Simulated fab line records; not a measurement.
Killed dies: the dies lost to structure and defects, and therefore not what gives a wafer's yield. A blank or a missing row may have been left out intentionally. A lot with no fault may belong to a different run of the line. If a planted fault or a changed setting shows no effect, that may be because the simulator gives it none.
Struck lot and sound lot, side by side :: flow nandHarc :: 24 out of 1302 route steps
Sound: the wafers L531.3, L531.4, L531.5. Wafers struck: L527.3, L527.4, L527.6. The cause is named last.
At each step with rows: each side's tool, then ch and its chambers, then its first start. Under that, the readings that differ: sound wafers :: struck wafers :: difference of the means :: sigmas: that difference in standard deviations of wafers without a fault.
alike: same words and numbers on both sides, and readings whose means sit less than 2 such deviations apart. not compared: any withheld reading, any reading some wafer has no value for, any bound like >300 that may hide the same value, and any number with overlapping values for which the record gives no deviation.
Wherever a step has rows on one side only, a row that says differs or no value, or a row with sigmas, the two part there. Numbers that have no deviation but don't overlap get no sigmas and don't part them. Lack of a reading on every wafer of one side parts them only where that side has two or more wafers.

first, 4 steps without rows for these wafers: NHARC_P_GATE_PRECLEAN_71 (cleans in SC1); NHARC_P_GATE_SRD_72; NHARC_P_GATE_OXIDE_16 (material SiO2, target thk 3 nm, ox time 392 s); NHARC_P_GATE_CVD_17 (deposits poly-Si, target thk 150 nm, time 900 s).
NHARC_P_GATE_HM_DEP_102: deposits aC, target thk 120 nm.
  sound on aclDep-02 ch 0, day 12 11:11; struck on aclDep-01 ch 0, day 10 15:28
  alike: throttleValvePct
NHARC_P_GATE_DEP_103: deposits SiON, target thk 30 nm.
  sound on pecvd-01 ch 1,2, day 12 11:40; struck on pecvd-03 ch 0,1, day 10 15:55
  alike: heaterPowerW, rfFwdPowerW
then, 6 steps without rows for these wafers: NHARC_P_GATE_DEHYDRATE_18 (time 120 s); NHARC_P_GATE_HMDS_19 (time 30 s); NHARC_P_GATE_COAT_20 (resist thk 90 nm); NHARC_P_GATE_SOFTBAKE_21 (time 55 s); NHARC_P_GATE_EBR_22; NHARC_P_GATE_EXPOSE_23 (exposes mask P GATE, target cd 120 nm).
NHARC_P_GATE_PEB_24: peb time 65 s.
  sound on lithoTrack-06 ch 0, day 12 12:10; struck on lithoTrack-01 ch 0, day 10 16:31
reading: heaterPowerTotalW (W)
sound: 157.1 157.1 157.2
struck: 149.4 149.8 149.3
difference: -7.6
sigmas: -19

reading: plateTempC (C)
sound: 99.87 99.96 99.92
struck: 96.98 96.81 97.06
difference: -2.97
sigmas: -25
then, 1 step without rows for these wafers: NHARC_P_GATE_DEVELOP_25 (develop time 35 s).
NHARC_P_GATE_CD_MEAS_26: target cd 120 nm.
  sound on cdSem-01 ch 0, day 12 12:14; struck on cdSem-02 ch 0
reading: cdNm (nm)
sound: 119.5 119.9 119.5
struck: 132.1 132.2 132.4
difference: +12.6
sigmas: +24
  not compared: hold
NHARC_P_GATE_OVL_MEAS_27:
  struck on overlay-02, day 10 21:40; sound on overlay-01, day 12 12:19
reading: hold
sound: - - -
struck: awaitDispo/4.8h/release awaitDispo/4.8h/release awaitDispo/4.8h/release
difference: no value on the sound wafers
sigmas: 
  alike: overlayXNm, overlayYNm
NHARC_P_GATE_INSPECT_28:
  struck on defectInspect-02, day 10 21:43; sound on defectInspect-02, day 12 12:22
  alike: rawDefectCount
NHARC_P_GATE_DESCUM_31: chemistry O2, time 3 s.
  sound on rieDiel-12 ch 1,3, day 12 12:26; struck on rieDiel-10 ch 1,2,3, day 10 21:49
reading: model.P_GATE.cdNm (nm)
sound: 119.8 120.4 119.1
struck: 132.3 131.9 132.6
difference: +12.5
sigmas: 
  alike: drypumpMotorCurrentA, oesProductAu, rfVppV, showerheadPlenumPTorr, throttleValvePct
  not compared: rfHoursCounterH
NHARC_P_GATE_ETCH_104: etches the open film in CF4/CHF3, target depth 60 nm.
  sound on rieDiel-12 ch 1,2, day 12 12:31; struck on rieDiel-10 ch 0,1,2, day 10 21:53
  alike: drypumpMotorCurrentA, oesProductAu, rfFwdPowerW, rfVppV, showerheadPlenumPTorr, throttleValvePct
then, 2 steps without rows for these wafers: NHARC_P_GATE_HM_OPEN_105 (chemistry O2/COS, target depth 360 nm); NHARC_P_GATE_STRIP_106 (strips in O2/COS).
NHARC_P_GATE_ETCH_114: etches the open film in CF4/O2, target depth 30 nm, overetch 3 nm, time 16.5 s.
  sound on rieDiel-12 ch 1,2,3; struck on rieDiel-10 ch 2,3
  alike: drypumpMotorCurrentA, oesProductAu, rfFwdPowerW, rfVppV, showerheadPlenumPTorr, throttleValvePct
  not compared: rfHoursCounterH
NHARC_P_GATE_ETCH_32: etches the open film in HBr/Cl2, target depth 150 nm, time 100.1 s.
  sound on rieSi-06 ch 0,1,3, day 12 12:58; struck on rieSi-02 ch 0,1,3, day 10 22:19
reading: model.P_GATE.cdNm (nm)
sound: 122.2 122.6 118.1
struck: 131.4 133.5 130.6
difference: +10.9
sigmas: 
  alike: drypumpMotorCurrentA, oesProductAu, rfFwdPowerW, throttleValvePct
  not compared: rfHoursCounterH
NHARC_P_GATE_STRIP_108: strips in O2.
  sound on rieDiel-10 ch 1,2,3, day 12 13:08; struck on rieDiel-10 ch 0,1,3, day 10 22:28
  alike: drypumpMotorCurrentA, oesProductAu, rfVppV, showerheadPlenumPTorr, throttleValvePct
  not compared: rfHoursCounterH

== WHERE THEY PART ==
Earliest at NHARC_P_GATE_PEB_24; latest, in this record, at NHARC_P_GATE_OVL_MEAS_27. Later steps at which nothing parts them and some readings are alike: NHARC_P_GATE_INSPECT_28, NHARC_P_GATE_DESCUM_31, NHARC_P_GATE_ETCH_104, NHARC_P_GATE_ETCH_114, NHARC_P_GATE_ETCH_32, NHARC_P_GATE_STRIP_108.

WHY: what had been put in by the simulator
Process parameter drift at NHARC_P_GATE_PEB_24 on lithoTrack-01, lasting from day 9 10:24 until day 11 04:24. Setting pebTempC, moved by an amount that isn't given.
